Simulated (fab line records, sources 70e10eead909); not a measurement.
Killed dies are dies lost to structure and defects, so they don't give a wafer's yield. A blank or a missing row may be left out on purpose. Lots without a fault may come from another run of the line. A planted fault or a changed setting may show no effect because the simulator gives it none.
Chamber matching | flow nand_harc | NHARC_P_GATE_DESCUM_13 on rie_diel-10: 4 sister chambers
The step chemistry O2, time 3 s. 14 wafers are shown with their chamber, then 7 later ones without.

WAFERS WITH THEIR CHAMBER
wafer  | chamber | drypump_motor_current_A (A) | oes_product_au (a.u.) | rf_vpp_V (V)
L078.2 | 1       | 5.8                         | 0.987                 | 57.0
L078.3 | 2       | 5.5                         | 1.000                 | 58.8
L078.6 | 1       | 5.8                         | 0.988                 | 59.4
L079.1 | 0       | 5.9                         | 0.990                 | 58.8
L079.3 | 2       | 5.4                         | 0.998                 | 56.7
L079.6 | 0       | 5.9                         | 0.982                 | 56.5
L080.2 | 1       | 5.8                         | 0.990                 | 57.0
L080.3 | 2       | 5.5                         | 1.007                 | 57.3
L080.5 | 0       | 5.9                         | 0.989                 | 57.5
L088.3 | 2       | 5.5                         | 1.011                 | 57.4
L088.5 | 2       | 5.5                         | 1.016                 | 58.1
L088.6 | 1       | 5.8                         | 0.985                 | 57.8
L092.4 | 2       | 5.5                         | 1.000                 | 56.7
L092.5 | 3       | 5.7                         | 1.009                 | 56.3

SIGNATURES (means of the wafers above)
reading                 | chamber 0 | chamber 1 | chamber 2 | chamber 3 | scatter within a chamber
drypump_motor_current_A | 5.900     | 5.800     | 5.483     | 5.700     | 0.0289
oes_product_au          | 0.98700   | 0.98750   | 1.00533   | 1.00900   | 0.00557
rf_vpp_V                | 57.600    | 57.800    | 57.500    | 56.300    | 0.994
Rule: a wafer's distance from a chamber is the root of the sum, over the readings, of the square of ((its reading less the chamber's mean) divided by the reading's scatter). The wafer belongs to the nearest chamber; if the next one is less than 2 further off, it can't be placed. The scatter: the root of (the sum of the squares of (reading less its chamber's mean) over the shown wafers, divided by (wafers less chambers)).

WAFERS WITHOUT THEIR CHAMBER
wafer  | drypump_motor_current_A (A) | oes_product_au (a.u.) | rf_vpp_V (V)
L092.6 | 5.5                         | 1.007                 | 58.5
L093.1 | 5.8                         | 0.988                 | 60.1
L093.3 | 5.7                         | 1.008                 | 57.3
L093.4 | 5.4                         | 0.995                 | 58.1
L095.4 | 5.4                         | 0.997                 | 57.6
L095.5 | 5.4                         | 1.001                 | 58.8
L095.6 | 5.7                         | 1.008                 | 59.4

WHICH CHAMBER EACH WENT THROUGH
wafer  | from the rows above     | in truth
L092.6 | 2                       | 2
L093.1 | can't be placed: 1 or 0 | 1
L093.3 | 3                       | 3
L093.4 | 2                       | 2
L095.4 | 2                       | 2
L095.5 | 2                       | 2
L095.6 | 3                       | 3
Placed correctly: 6 of 7. Can't be placed from these rows: 1 (the true chamber is among the candidates in 1). Placed wrongly: 0.
